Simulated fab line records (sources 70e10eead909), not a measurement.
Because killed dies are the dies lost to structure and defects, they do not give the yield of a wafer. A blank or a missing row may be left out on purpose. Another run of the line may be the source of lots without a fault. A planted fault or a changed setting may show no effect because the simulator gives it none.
A struck lot beside a sound one | flow nand-harc | 42 steps out of a route of 1159
Sound: wafers L153.1, L153.2, L153.4. Struck: wafer L160.2 (L160.1, L160.6, from the same lot, were not struck and are left out); the cause is given at the end.
At each step with rows: each side's tool, then ch and its chambers, then its first start. Under that, the readings that differ: sound wafers | struck wafers | difference of the means | sigmas: that difference in standard deviations of wafers without a fault.
alike: words and numbers the same on both sides, and readings whose means are apart by under 2 such deviations; not compared: readings that were withheld, readings missing a value for some wafer, numbers with overlapping values and no deviation given by the record, and bounds like >300 which may hide the same value.
A row with sigmas, a row that says differs or no value, or rows on one side alone: a step with any of these is where the two part. Numbers that have no deviation but don't overlap get no sigmas and don't part them. A reading that every wafer of one side lacks parts them only if that side has two wafers or more.

NHARC_A_BLC_OVL_MEAS_11:
  struck on overlay-01, day 20 16:28; sound on overlay-01, day 19 00:05
  reading           | sound          | struck | difference | sigmas
  overlay-y-nm (nm) | -1.1 -1.0 -1.3 | 1.9    | +3.0       | +4
  alike: overlay-x-nm
NHARC_A_BLC_INSPECT_12:
  struck on defect-inspect-02, day 20 16:31; sound on defect-inspect-02, day 19 00:08
  alike: raw-defect-count
NHARC_A_BLC_DESCUM_15: chemistry O2, time 3 s.
  sound on rie-diel-01 ch 1,2,3, day 19 00:12; struck on rie-diel-01 ch 2, day 20 16:34
  reading                | sound          | struck | difference | sigmas
  rf-hours-counter-h (h) | 12 11 12       | 15     | +3         |
  rf-vpp-V (V)           | 57.2 59.2 59.8 | 56.7   | -2.0       | -2
  alike: drypump-motor-current-A, oes-product-au, showerhead-plenum-p-Torr, throttle-valve-pct
then, 1 step without rows for these wafers: NHARC_A_BLC_ETCH_16 (etches the open film in CF4, target depth 39 nm, time 65 s).
NHARC_A_BLC_ETCH_17: etches the open film in N2/H2, target depth 390 nm, time 609.38 s.
  sound: rie-diel-01 ch 1,2,3; struck: rie-diel-01 ch 3
  reading                | sound    | struck | difference | sigmas
  rf-hours-counter-h (h) | 12 11 12 | 14     | +2         |
  alike: drypump-motor-current-A, n2-flow-sccm, oes-product-au, rf-vpp-V, showerhead-plenum-p-Torr, throttle-valve-pct
then, 1 step without rows for these wafers: NHARC_A_BLC_ETCH_18 (etches the open film in C4F8/O2/Ar, target depth 910 nm).
NHARC_A_BLC_CD_MEAS_19:
  struck on cd-sem-02, day 20 17:32; sound on cd-sem-01, day 19 01:14
  alike: cd-nm
then, 5 steps without rows for these wafers: NHARC_A_BLC_STRIP_29 (strips in CF4); NHARC_A_BLC_STRIP_21 (strips in O2); NHARC_A_BLC_STRIP_22 (strips in post etch residue remover, time 600 s); NHARC_A_BLC_DEGAS_30 (time 60 s); NHARC_A_BLC_PRE_CLEAN_31 (time 15 s).
NHARC_A_BLC_PVD_32: deposits Ti, target thk 5 nm, time 17.7 s.
  struck on pvd-sputter-02, day 20 18:16; sound on pvd-sputter-01, day 19 02:01
  alike: throttle-valve-pct
then, 4 steps without rows for these wafers: NHARC_A_BLC_ALD_23 (deposits TiN, target thk 3 nm, pulse time 1 s, ald cycles 150); NHARC_A_BLC_CVD_24 (deposits W, target thk 150 nm, time 434 s); NHARC_A_BLC_CMP_25 (polishes, t overpolish 30 s, target thk 150 nm); NHARC_A_BLC_SRD_27.
NHARC_A_BLC_INSPECT_28:
  struck on defect-inspect-02, day 21 10:27; sound on defect-inspect-02, day 19 03:28
  alike: raw-defect-count
then, 10 steps without rows for these wafers: NHARC_A_M0_DEP_00 (deposits SiOC, target thk 150 nm); NHARC_A_M0_DEHYDRATE_01 (time 120 s); NHARC_A_M0_HMDS_02 (time 30 s); NHARC_A_M0_COAT_33 (time 65 s); NHARC_A_M0_COAT_03 (resist thk 90 nm); NHARC_A_M0_SOFTBAKE_04 (time 55 s); NHARC_A_M0_EBR_05; NHARC_A_M0_EXPOSE_06 (exposes mask A M0, target cd 80 nm); NHARC_A_M0_PEB_07 (peb time 65 s); NHARC_A_M0_DEVELOP_08 (develop time 35 s).
NHARC_A_M0_CD_MEAS_09: target cd 80 nm.
  the record has rows for the sound wafers here (cd-sem-01 ch 0, day 19 04:22) and none for the struck ones
NHARC_A_M0_OVL_MEAS_10: pitch 160 nm.
  the record has rows for the sound wafers here (overlay-02, day 19 04:28) and none for the struck ones
NHARC_A_M0_INSPECT_11:
  the record has rows for the sound wafers here (defect-inspect-01, day 19 04:30) and none for the struck ones
then, 2 steps without rows for these wafers: NHARC_A_M0_DESCUM_14 (chemistry O2, time 3 s); NHARC_A_M0_ETCH_34 (etches the open film in N2/H2, target depth 40 nm, overetch 12 nm, time 43.94 s).
NHARC_A_M0_ETCH_15: etches the open film in C4F8/Ar, target depth 150 nm, overetch 15 nm, time 82.5 s.
  the record has rows for the sound wafers here (rie-diel-12 ch 1,2,3) and none for the struck ones
NHARC_A_M0_CD_MEAS_16:
  the record has rows for the sound wafers here (cd-sem-02, day 19 04:52) and none for the struck ones
then, 3 steps without rows for these wafers: NHARC_A_M0_STRIP_18 (strips in N2/H2); NHARC_A_M0_STRIP_19 (strips in post etch residue remover, time 600 s); NHARC_A_M0_DEGAS_28 (time 60 s).
NHARC_A_M0_PRE_CLEAN_29: time 30 s.
  the record has rows for the sound wafers here (pvd-sputter-02) and none for the struck ones
NHARC_A_M0_PVD_20: deposits TaN, target thk 5 nm, time 8.06 s.
  the record has rows for the sound wafers here (pvd-sputter-02) and none for the struck ones
then, 1 step without rows for these wafers: NHARC_A_M0_PVD_21 (deposits Cu, target thk 30 nm, time 20.49 s).
NHARC_END_SORT_01:
  sound on prober-02 ch 0, day 20 20:19; struck on prober-01 ch 0, day 23 05:52
  reading         | sound    | struck | difference | sigmas
  killed-at-array | 27 30 19 | 673    | +648       | +54
  killed-dies     | 32 35 21 | 676    | +647       | +59
  killed-open     | 0 3 0    | 5      | +4         | +2
  alike: killed-at-other, killed-at-periphery, killed-short

## WHERE THEY PART
Earliest at NHARC_A_BLC_OVL_MEAS_11; latest, in this record, at NHARC_END_SORT_01.

WHY: the cause the simulator had injected
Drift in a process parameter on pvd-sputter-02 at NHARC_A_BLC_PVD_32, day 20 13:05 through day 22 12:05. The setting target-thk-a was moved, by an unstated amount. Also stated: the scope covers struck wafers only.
